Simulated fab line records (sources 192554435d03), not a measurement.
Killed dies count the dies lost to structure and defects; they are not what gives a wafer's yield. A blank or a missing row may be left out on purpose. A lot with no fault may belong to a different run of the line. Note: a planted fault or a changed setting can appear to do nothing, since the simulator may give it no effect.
fab line records	flow n5_finfet
record: lots: 5	wafers: 15	last_day: 17
route steps=1938 shown FIN_CUT@175 STI_FIN_REVEAL@183 BEOL_M4@1111 PASSIVATION@1936
lots untouched by any fault: they come from a run of this same line in which no faults occurred
start_h: hours from the record's opening day to when the first of the lot's shown wafers began	wait_h: how many hours have passed since the lot's step before this one	" unchanged from the row above	L1.1+2: one row covering several wafers at once	- value missing, or start not given	* or withheld: withheld	< > ~ a bound
route shown NAME@n: a module of which the file shows steps, and the number in the route of the first	usual: mean/standard deviation taken from wafers without a fault	same: alike in all rows	chamber/n: place in a boat	sites: readings site by site	_std_site: how widely they spread, as a standard deviation	_edge_site: mean of outer sites minus mean of inner sites	radius_mm: how far each site lies from the wafer's centre	mask NAME#n: copy n	behind: the tool/chamber that last shaped the wafer	hold: why the lot went on hold/how many hours it stayed there/how the hold came to an end	device: which transistor (n, p or np) failed to switch	end of line: tests of these same wafers at the route's end	for a step that has no rows: nothing shown but its recipe	killed: the dies lost at the first sort to structure and to defects; this is not the yield of the wafer	map: dies across one wafer; x = killed, . = not, _ = none there
set.NAME: setting as actually run; set.NAME@STEP: the setting as run at that earlier step	model.NAME: the simulator's own value behind a step, which no gauge read
lots at some steps of the route; a table a step, a row a wafer
services: the hour from which a tool's chamber was out of use, counted from the record's first day as start_h (under 0 if before that day), plus the number of hours and why
== steps ==
step: N5_FIN_CUT_PRECLEAN_35
recipe: time_s: 13.3	temp_c: 45	pressure_torr: 125	p_hf_torr: 3	p_coreactant_torr: 25	chemistry: vHF
usual: drypump_motor_current_A: 5.7/0.54
lot.wafer	tool	chamber	start_h	wait_h	drypump_motor_current_A
L711.1	vapor_etch-01	0	79.33	0.0	5.9
L711.3	"	0	"	"	6.0
L711.5	"	0	"	"	5.9
L712.2	vapor_etch-01	0	82.27	0.0	5.9
L712.3	"	1	"	"	4.9
L712.4	"	0	"	"	6.0
L715.3	vapor_etch-01	1	102.11	0.2	5.0
L715.4	"	0	"	"	6.0
L715.6	"	1	"	"	5.0
L724.2	vapor_etch-02	0	154.25	0.0	6.3
L724.5	"	0	"	"	6.2
L724.6	"	1	"	"	6.1
L725.1	vapor_etch-01	0	159.30	0.0	6.0
L725.5	"	1	"	"	5.0
L725.6	"	0	"	"	5.9
step: N5_FIN_CUT_CUT_ETCH_15
recipe: chemistry: HBr/Cl2/O2	target: Si	target_depth_a: 1000	bt_time_s: 10	mask_material: SOC	time_s: 42.4	ion_energy_ev: *	bias_w: *	pressure_mtorr: 10	icp_w: 800	HBr_flow_sccm: 150	Cl2_flow_sccm: 80	O2_flow_sccm: 12
step: N5_FIN_CUT_CUT_ETCH_28
recipe: chemistry: HBr/Cl2/O2	target: Si	target_depth_a: 60	mask_material: SOC	time_s: 2.4	ion_energy_ev: *	bias_w: *	pressure_mtorr: 10	icp_w: 800	HBr_flow_sccm: 150	Cl2_flow_sccm: 80	O2_flow_sccm: 12
usual: HBr_flow_sccm: 150.0/0.46	drypump_motor_current_A: 5.5/0.48	oes_product_au: 0.994/0.015	throttle_valve_pct: 37.4/0.32
lot.wafer	tool	chamber	start_h	wait_h	HBr_flow_sccm	drypump_motor_current_A	oes_product_au	rf_hours_counter_h	throttle_valve_pct
L711.1	rie_si-01	3	79.46	0.0	149.7	5.9	1.009	86	37.4
L711.3	"	2	"	"	149.3	5.8	0.991	166	37.8
L711.5	"	2	"	"	150.0	5.8	0.999	-	37.8
L712.2	rie_si-06	2	82.40	0.0	149.6	6.4	0.998	4	36.8
L712.3	"	1	"	"	150.5	4.7	0.999	96	37.7
L712.4	"	3	"	"	150.3	5.5	0.967	122	37.8
L715.3	rie_si-06	0	102.23	0.0	150.1	5.4	1.006	135	37.3
L715.4	"	2	"	"	150.9	6.5	0.998	4	36.8
L715.6	"	2	"	"	151.0	6.5	0.999	-	36.8
L724.2	rie_si-03	1	154.38	0.0	150.1	5.8	0.980	167	37.6
L724.5	"	0	"	"	149.9	5.1	0.997	-	37.3
L724.6	"	1	"	"	150.3	5.8	0.979	-	37.6
L725.1	rie_si-06	1	159.44	0.0	150.4	4.8	0.996	98	37.8
L725.5	"	0	"	"	149.5	5.4	1.001	-	37.3
L725.6	"	1	"	"	149.4	4.8	0.995	-	37.8
step: N5_FIN_CUT_STRIP_22
recipe: chemistry: N2/H2	power_w: 500	temp_c: 40	pressure_mtorr: 50	rf_frequency_hz: 6e+07	overash_fraction: 0.3	bias_power_w: 8	h2_frac: 0.5	n2_flow_sccm: 300	h2_flow_sccm: 300
usual: drypump_motor_current_A: 5.9/0.56	h2_flow_sccm: 300.0/0.88	oes_product_au: 0.76/0.088	rf_vpp_V: 54.2/2.2	showerhead_plenum_p_Torr: 3.35/0.11	throttle_valve_pct: 19.1/0.45
lot.wafer	tool	chamber	start_h	wait_h	drypump_motor_current_A	h2_flow_sccm	oes_product_au	rf_hours_counter_h	rf_vpp_V	showerhead_plenum_p_Torr	throttle_valve_pct
L711.1	rie_diel-02	0	79.54	0.1	5.1	300.8	0.71	220	51.7	3.17	19.1
L711.3	"	2	"	"	6.8	301.3	0.89	38	56.3	3.42	19.1
L711.5	"	2	"	"	6.8	301.3	0.90	-	54.1	3.42	19.1
L712.2	rie_diel-02	1	82.51	0.1	6.2	300.8	0.72	228	51.2	3.32	19.9
L712.3	"	3	"	"	6.5	301.2	0.80	121	51.4	3.38	18.7
L712.4	"	2	"	"	6.7	298.3	0.89	39	52.3	3.42	19.0
L715.3	rie_diel-04	2	102.34	0.1	5.7	300.0	0.71	211	50.2	3.45	18.7
L715.4	"	1	"	"	5.4	300.9	0.70	220	53.3	3.47	19.4
L715.6	"	3	"	"	5.5	299.8	0.70	-	51.9	3.16	18.4
L724.2	rie_diel-04	1	154.45	0.0	5.4	298.7	0.69	236	52.7	3.46	19.4
L724.5	"	0	"	"	5.4	299.9	0.68	-	56.9	3.44	19.7
L724.6	"	1	"	"	5.4	299.4	0.67	-	57.5	3.46	19.4
L725.1	rie_diel-04	2	159.58	0.1	5.7	299.1	0.69	231	56.6	3.44	18.8
L725.5	"	0	"	"	5.4	299.1	0.68	-	52.7	3.44	19.7
L725.6	"	3	"	"	5.5	300.2	0.97	-	54.2	3.56	18.1
step: N5_FIN_CUT_PRECLEAN_36
recipe: chemistry: O3/DIW	time_s: 60	temp_c: 22	o3_ppm: 10
step: N5_FIN_CUT_SRD_32
recipe: dry: ipa_marangoni	time_s: 30	temp_c: 23	rinse_liquid: diw
step: N5_FIN_CUT_UV_OZONE_34
recipe: time_s: 120	pressure_torr: 760	temp_c: 25
step: N5_FIN_CUT_INSPECT_17
recipe: inspect_instrument: brightfield	mode: aei
usual: raw_defect_count: 231/61
lot.wafer	tool	chamber	start_h	wait_h	raw_defect_count
L711.1	defect_inspect-02	-	79.77	0.0	206
L711.3	"	-	"	"	107
L711.5	"	-	"	"	237
L712.2	defect_inspect-02	-	82.74	0.0	253
L712.3	"	-	"	"	280
L712.4	"	-	"	"	242
L715.3	defect_inspect-02	-	102.51	0.0	182
L715.4	"	-	"	"	280
L715.6	"	-	"	"	292
L724.2	defect_inspect-01	-	154.61	0.0	200
L724.5	"	-	"	"	285
L724.6	"	-	"	"	253
L725.1	defect_inspect-01	-	159.74	0.0	217
L725.5	"	-	"	"	208
L725.6	"	-	"	"	199
step: N5_STI_FIN_REVEAL_ALD_00
recipe: material: SiO2	target_thk_a: 10	temp_c: 300	ald_precursor_family: BDEAS	ald_co_reactant: O2-plasma	pulse_time_s: 1	pressure_torr: 2
usual: heater_power_w: 461/51	precursor_pulse_height_rel: 1.000/0.019	susceptor_temp_C: 300.02/0.19
lot.wafer	tool	chamber	start_h	wait_h	heater_power_w	precursor_pulse_height_rel	susceptor_temp_C
L711.1	ald_sin-03	0	79.81	0.0	412	0.979	300.19
L711.3	"	1	"	"	511	1.007	299.80
L711.5	"	2	"	"	347	1.010	299.71
L712.2	ald_sin-02	2	82.77	0.0	485	1.001	300.10
L712.3	"	1	"	"	559	1.001	300.06
L712.4	"	3	"	"	407	0.971	299.93
L715.3	ald_sin-04	2	102.62	0.1	430	1.012	300.33
L715.4	"	0	"	"	434	0.979	300.15
L715.6	"	2	"	"	420	0.955	300.19
L724.2	ald_sin-04	2	154.65	0.0	434	1.010	299.90
L724.5	"	0	"	"	428	1.014	300.06
L724.6	"	1	"	"	498	1.010	300.17
L725.1	ald_sin-02	3	159.86	0.1	400	0.999	300.10
L725.5	"	1	"	"	553	0.989	300.00
L725.6	"	2	"	"	482	1.014	299.99
step: N5_STI_FIN_REVEAL_ALD_14
recipe: material: Si3N4	target_thk_a: 30	temp_c: 400	ald_precursor_family: SiH2I2	ald_co_reactant: N2/H2-plasma	pressure_torr: 2
usual: heater_power_w: 823/90	susceptor_temp_C: 400.00/0.22
lot.wafer	tool	chamber	start_h	wait_h	heater_power_w	susceptor_temp_C
L711.1	ald_sin-03	0	79.85	0.0	734	400.03
L711.3	"	1	"	"	918	400.21
L711.5	"	2	"	"	618	399.76
L712.2	ald_sin-02	2	82.82	0.0	847	400.03
L712.3	"	1	"	"	988	400.16
L712.4	"	3	"	"	730	399.96
L715.3	ald_sin-04	2	102.67	0.0	772	400.05
L715.4	"	0	"	"	781	400.04
L715.6	"	2	"	"	782	400.02
L724.2	ald_sin-04	2	154.70	0.0	744	399.80
L724.5	"	0	"	"	748	400.25
L724.6	"	1	"	"	893	399.96
L725.1	ald_sin-02	3	159.90	0.0	721	400.09
L725.5	"	1	"	"	997	399.82
L725.6	"	2	"	"	852	399.96
step: N5_STI_FIN_REVEAL_FCVD_FILL_01
recipe: material: SiO2_flowable	target_thk_a: 3120	temp_c: 100	pressure_torr: 0.8	rf_w: 2000	time_s: 512.2
step: N5_STI_FIN_REVEAL_DENSIFY_02
recipe: temp_c: 650	ambient: steam	time_s: 1800	idle_temp_c: 400	densification_p_h2o_torr: 640
step: N5_STI_FIN_REVEAL_CMP_04
recipe: stop_on: Si3N4	t_overpolish_s: 4	down_force_psi: 2	platen_rpm: 54.18	post_cmp_clean: alkaline_brush	pad_velocity_m_s: 1.078	target_thk_nm: 131.83
usual: motor_current_A: 7.8/0.75	overpolish_run_s: 4.000/0.0093	retaining_ring_pressure_frac: 1.000/0.0053	time_to_endpoint_s: 101/5.1
lot.wafer	tool	chamber	start_h	wait_h	motor_current_A	overpolish_run_s	retaining_ring_pressure_frac	time_to_endpoint_s
L711.3	cmp-02	2	84.97	0.1	8.2	4.014	0.996	98
L711.1	"	3	"	"	7.0	3.996	0.998	100
L711.5	"	1	"	"	8.4	3.997	1.003	94
L712.2	cmp-01	0	87.86	0.0	8.3	3.993	1.004	101
L712.3	"	1	"	"	9.2	3.990	0.999	101
L712.4	"	3	"	"	7.7	3.997	1.004	103
L715.3	cmp-01	1	107.71	0.0	9.6	3.985	1.003	219
L715.4	"	0	"	"	8.5	3.991	0.992	111
L715.6	"	2	"	"	7.0	3.981	0.991	212
L724.2	cmp-03	2	160.05	0.3	8.4	4.015	1.001	99
L724.6	"	3	"	"	7.5	3.994	1.000	99
L724.5	"	0	"	"	7.5	3.998	0.998	97
L725.1	cmp-02	3	164.94	0.0	6.8	4.003	1.000	97
L725.6	"	3	"	"	6.7	4.015	1.009	99
L725.5	"	0	"	"	7.0	3.990	0.994	100
step: N5_STI_FIN_REVEAL_THK_MEAS_05
usual: thk_nm: 131.5/1.3
lot.wafer	tool	chamber	start_h	wait_h	thk_nm
L711.1	film_metro-01	-	85.19	-	131.9
L711.3	"	-	"	"	130.9
L711.5	"	-	"	"	132.0
L712.2	film_metro-02	-	88.16	-	133.7
L712.3	"	-	"	"	134.1
L712.4	"	-	"	"	133.0
L715.3	film_metro-01	-	108.00	-	133.3
L715.4	"	-	"	"	133.5
L715.6	"	-	"	"	135.7
L724.2	film_metro-02	-	160.23	-	132.6
L724.5	"	-	"	"	131.3
L724.6	"	-	"	"	132.1
L725.1	film_metro-02	-	165.24	-	130.9
L725.5	"	-	"	"	130.9
L725.6	"	-	"	"	130.4
step: N5_BEOL_M4_RC_MEAS_101
usual: DIBL_N: 36.0/1.7	DIBL_P: 36.0/2	IOFF_N: 0.156/0.028	IOFF_P: 0.21/0.04	ION_N: 673/12	ION_P: 463/8.3	SS_N: 71.4/0.6	SS_P: 73.3/0.66	VT_N: 250/3	VT_P: -250/3.8
lot.wafer	tool	chamber	start_h	wait_h	DIBL_N[mV/V]	DIBL_P[mV/V]	IOFF_N[nA/um]	IOFF_P[nA/um]	ION_N[uA/um]	ION_P[uA/um]	SS_N[mV/dec]	SS_P[mV/dec]	VT_N[mV]	VT_P[mV]
L711.1	prober-02	0	207.88	0.0	37.3	35.2	0.166	0.20	661	455	72.5	73.8	252	-251
L711.3	"	0	"	"	36.4	35.3	0.167	0.21	680	473	71.4	74.1	249	-250
L711.5	"	0	"	"	36.3	35.7	0.160	0.22	676	468	70.8	74.0	251	-248
L712.2	prober-02	0	216.41	0.2	36.8	36.4	0.157	0.19	676	466	71.6	73.1	252	-252
L712.3	"	0	"	"	38.0	38.0	0.187	0.22	675	461	72.2	73.6	248	-253
L712.4	"	0	"	"	35.2	34.8	0.135	0.18	681	468	71.1	72.6	252	-254
L715.3	prober-02	0	239.08	0.3	34.1	34.7	0.139	0.23	678	474	70.7	73.0	250	-246
L715.4	"	0	"	"	34.8	35.9	0.168	0.25	685	480	71.6	73.5	245	-245
L715.6	"	0	"	"	36.1	37.3	0.177	0.29	666	469	71.5	73.5	246	-244
L724.2	prober-02	0	296.77	0.2	36.9	37.8	0.172	0.25	665	457	71.5	73.4	248	-247
L724.5	"	0	"	"	34.1	34.9	0.133	0.20	667	469	70.3	73.2	250	-247
L724.6	"	0	"	"	35.9	36.5	0.173	0.23	667	461	71.0	73.6	246	-245
L725.1	prober-01	0	298.51	0.0	33.8	32.2	0.107	0.14	638	443	71.5	72.4	257	-259
L725.5	"	0	"	"	33.1	31.8	0.107	0.13	661	452	71.0	71.8	255	-258
L725.6	"	0	"	"	36.6	36.4	0.147	0.18	663	455	71.3	73.4	253	-255
step: N5_PASSIVATION_PROBE_49
usual: defect_limited_yield: 91.6/1.6	killed_at_M0_to_M3: 31/10	killed_at_M4_up: 14/6.3	killed_at_contacts: 12/6.1	killed_at_front_end: 39/12	killed_at_other: 3.7/2.8	killed_dies: 100/19	killed_open: 66/14	killed_short: 33/8.1	sort_bin_5_function: 5.0/1.1	sort_bin_6_memory: 3.2/0.66	sort_bin_8_speed: 0.01/0.077	sort_n_pass: 1080/18	sort_yield_pct: 91.6/1.6
same: gross_dies: 1180	killed_at_back_side: 0	sort_bin_4_leakage[%]: 0
lot.wafer	tool	chamber	start_h	wait_h	defect_limited_yield[%]	killed_at_M0_to_M3	killed_at_M4_up	killed_at_contacts	killed_at_front_end	killed_at_other	killed_dies	killed_open	killed_short	sort_bin_5_function[%]	sort_bin_6_memory[%]	sort_bin_8_speed[%]	sort_n_pass	sort_yield_pct[%]
L711.1	prober-01	-	314.20	0.0	91.6	29	13	11	44	2	99	67	32	4.8	3.5	0	1081	91.6
L711.3	prober-01	-	314.30	0.1	90.5	49	19	9	35	0	112	71	39	6.0	3.3	0	1068	90.5
L711.5	prober-01	-	314.40	0.2	91.2	28	11	14	51	0	104	73	30	4.2	3.9	0	1076	91.2
L712.2	prober-02	-	334.38	0.1	93.9	17	13	3	37	2	72	43	29	3.6	2.3	0	1108	93.9
L712.3	prober-02	-	334.43	0.1	93.0	29	11	2	35	6	83	49	31	3.2	3.6	0	1097	93.0
L712.4	prober-02	-	334.48	0.2	93.7	22	12	4	30	6	74	51	22	3.2	2.8	0	1106	93.7
L715.3	prober-02	-	339.11	0.1	91.1	36	12	11	41	5	105	64	41	5.9	2.6	0	1075	91.1
L715.4	prober-02	-	339.16	0.2	91.8	33	8	12	40	4	97	53	44	4.1	3.6	0	1083	91.8
L715.6	prober-02	-	339.26	0.3	92.1	27	18	3	42	3	93	57	36	3.7	3.8	0	1087	92.1
L725.1	prober-01	-	399.69	0.0	93.3	19	10	20	27	3	79	54	22	3.9	2.5	0.93	1090	92.4
L725.5	prober-01	-	399.89	0.2	94.0	18	2	25	24	2	71	45	25	3.5	2.2	0	1109	94.0
L725.6	prober-01	-	399.94	0.3	90.9	27	8	18	43	11	107	71	34	5.8	3.1	0	1073	90.9
L724.2	prober-02	-	406.43	0.1	92.7	21	17	19	24	5	86	58	27	4.0	2.8	0	1094	92.7
L724.5	prober-02	-	406.58	0.2	93.2	17	14	24	24	1	80	54	23	4.0	2.5	0	1100	93.2
L724.6	prober-02	-	406.63	0.3	91.9	32	17	11	35	1	96	57	37	4.7	2.9	0	1084	91.9
killed by level:class
L711.1 FIN_SAQP:geometric_particle:open=10 BEOL_M0_SAQP:geometric_particle:open=8 STI_FIN_REVEAL:geometric_particle:open=7 BEOL_M0_SAQP:geometric_particle:short=7 FIN_SAQP:geometric_particle:short=6 MOL_CONTACT_COAG:geometric_particle:open=6 BEOL_M2:geometric_particle:open=6 MOL_CONTACT_COAG:geometric_particle:short=5
L711.3 BEOL_M0_SAQP:geometric_particle:short=11 BEOL_M0_SAQP:geometric_particle:open=11 FIN_SAQP:geometric_particle:short=10 BEOL_M2:geometric_particle:open=9 BEOL_M4:geometric_particle:open=8 MOL_CONTACT_COAG:geometric_particle:open=7 BEOL_M1:geometric_particle:open=6 FIN_SAQP:geometric_particle:open=5
L711.5 FIN_SAQP:geometric_particle:open=16 MOL_CONTACT_COAG:geometric_particle:open=12 FIN_SAQP:geometric_particle:short=10 BEOL_M2:geometric_particle:open=10 BEOL_M0_SAQP:geometric_particle:open=8 GATE_CUT:geometric_particle:short=7 DUMMY_GATE:geometric_particle:open=4 GATE_CUT:geometric_particle:open=4
L712.2 STI_FIN_REVEAL:geometric_particle:open=8 FIN_SAQP:geometric_particle:open=7 FIN_SAQP:geometric_particle:short=6 BEOL_M4:geometric_particle:open=6 STARTING-WAFER:geometric_particle:short=5 STI_FIN_REVEAL:geometric_particle:short=4 DUMMY_GATE:geometric_particle:open=4 BEOL_M0_SAQP:geometric_particle:open=4
L712.3 FIN_SAQP:geometric_particle:open=13 BEOL_M2:geometric_particle:open=8 BEOL_M2:geometric_particle:short=6 BEOL_M0_SAQP:geometric_particle:open=5 FIN_SAQP:geometric_particle:short=4 STI_FIN_REVEAL:geometric_particle:short=4 BEOL_M4:geometric_particle:short=4 BEOL_M4:geometric_particle:open=4
L712.4 FIN_SAQP:geometric_particle:open=10 FIN_SAQP:geometric_particle:short=8 BEOL_M1:geometric_particle:open=5 BEOL_M3:geometric_particle:open=5 BEOL_M0:geometric_particle:open=4 BEOL_M2:geometric_particle:open=4 BEOL_M7:geometric_particle:open=4 STI_FIN_REVEAL:geometric_particle:open=3
L715.3 GATE_CUT:geometric_particle:short=10 FIN_SAQP:geometric_particle:short=9 BEOL_M0_SAQP:geometric_particle:short=8 MOL_CONTACT_COAG:geometric_particle:open=8 BEOL_M2:geometric_particle:open=7 BEOL_M1:geometric_particle:open=6 BEOL_M3:geometric_particle:open=5 FIN_SAQP:geometric_particle:open=4
L715.4 MOL_CONTACT_COAG:geometric_particle:open=10 GATE_CUT:geometric_particle:short=9 BEOL_M0_SAQP:geometric_particle:short=8 FIN_SAQP:geometric_particle:short=7 FIN_SAQP:geometric_particle:open=5 BEOL_M0:geometric_particle:short=5 BEOL_M2:geometric_particle:open=5 STI_FIN_REVEAL:geometric_particle:open=4
L715.6 GATE_CUT:geometric_particle:short=11 BEOL_M2:geometric_particle:open=10 FIN_SAQP:geometric_particle:short=8 BEOL_M4:geometric_particle:open=7 GATE_CUT:geometric_particle:open=6 BEOL_M0_SAQP:geometric_particle:open=5 DUMMY_GATE:geometric_particle:open=4 BEOL_M1:geometric_particle:open=4
L725.1 MOL_CONTACT_COAG:geometric_particle:open=15 FIN_SAQP:geometric_particle:open=6 BEOL_M0_SAQP:geometric_particle:open=6 FIN_SAQP:geometric_particle:short=5 MOL_CONTACT_COAG:geometric_particle:short=5 STI_FIN_REVEAL:geometric_particle:open=4 BEOL_M0_SAQP:geometric_particle:short=3 BEOL_M1:geometric_particle:short=3
L725.5 MOL_CONTACT_COAG:geometric_particle:open=20 BEOL_M0_SAQP:geometric_particle:open=7 GATE_CUT:geometric_particle:short=6 MOL_CONTACT_COAG:geometric_particle:short=5 BEOL_M0_SAQP:geometric_particle:short=5 FIN_SAQP:geometric_particle:short=4 STARTING-WAFER:geometric_particle:open=4 FIN_SAQP:geometric_particle:open=3
L725.6 MOL_CONTACT_COAG:geometric_particle:open=13 FIN_SAQP:geometric_particle:open=8 STI_FIN_REVEAL:geometric_particle:open=7 GATE_CUT:geometric_particle:short=7 BEOL_M0_SAQP:geometric_particle:short=7 BEOL_M1:geometric_particle:open=7 BEOL_M0_SAQP:geometric_particle:open=6 MOL_CONTACT_COAG:geometric_particle:short=5
L724.2 MOL_CONTACT_COAG:geometric_particle:open=13 BEOL_M4:geometric_particle:open=8 MOL_CONTACT_COAG:geometric_particle:short=6 BEOL_M3:geometric_particle:open=6 DUMMY_GATE:geometric_particle:open=4 FIN_SAQP:geometric_particle:open=3 STI_FIN_REVEAL:geometric_particle:open=3 GATE_CUT:geometric_particle:short=3
L724.5 MOL_CONTACT_COAG:geometric_particle:open=21 BEOL_M4:geometric_particle:open=8 BEOL_M0_SAQP:geometric_particle:short=5 DUMMY_GATE:geometric_particle:open=4 BEOL_M0_SAQP:geometric_particle:open=4 FIN_SAQP:geometric_particle:short=3 ILD0:geometric_particle:short=3 MOL_CONTACT_COAG:geometric_particle:short=3
L724.6 FIN_SAQP:geometric_particle:short=10 MOL_CONTACT_COAG:geometric_particle:open=10 BEOL_M0_SAQP:geometric_particle:open=9 BEOL_M2:geometric_particle:open=9 BEOL_M0_SAQP:geometric_particle:short=8 STI_FIN_REVEAL:geometric_particle:open=7 STARTING-WAFER:geometric_particle:short=6 BEOL_M5:geometric_particle:open=4
== services ==
tool	chamber	start_h	hours	kind
rie_si-06	-	56.52	14.6	pm
ald_sin-03	0	59.67	15.9	repair
ald_sin-03	-	61.54	6.1	pm
rie_si-06	-	75.64	0.1	repair
ald_sin-03	3	76.69	9.6	repair
rie_diel-02	2	84.27	3.8	repair
cmp-02	-	86.96	1.6	repair
ald_sin-04	1	91.70	3.7	repair
cmp-03	-	92.40	3.5	pm
rie_si-06	-	93.60	2.1	repair
ald_sin-03	0	95.77	2.0	repair
cmp-02	-	102.67	6.4	pm
vapor_etch-01	-	117.81	0.3	repair
cmp-01	-	118.04	1.8	repair
cmp-03	-	127.85	4.0	pm
rie_diel-04	3	136.00	-	clean
rie_diel-04	3	136.00	-	consumable_replace:focus_ring
rie_diel-04	3	136.00	-	consumable_replace:showerhead
rie_diel-04	3	136.00	14.5	scheduled_down
rie_si-03	3	138.95	7.1	repair
ald_sin-02	-	139.72	0.6	repair
cmp-03	-	141.38	0.2	repair
rie_diel-04	1	142.41	4.1	repair
cmp-02	-	145.88	3.5	pm
== key ==
first_sign: step: N5_STI_FIN_REVEAL_CMP_04	reading: time_to_endpoint_s	direction: up	sigmas: 22	usual: *	struck: *
effect none on later readings
met_at N5_STI_FIN_REVEAL_CMP_04
struck_wafers L715.3,L715.6
onset_between 87.86 107.71
fault: kind: process_parameter_drift	tool: cmp-01	chamber: -	onset_h: 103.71	steps: N5_STI_FIN_REVEAL_CMP_04	channel: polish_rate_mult	offset: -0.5	shape: step	end_h: 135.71	scope: struck_wafers_only
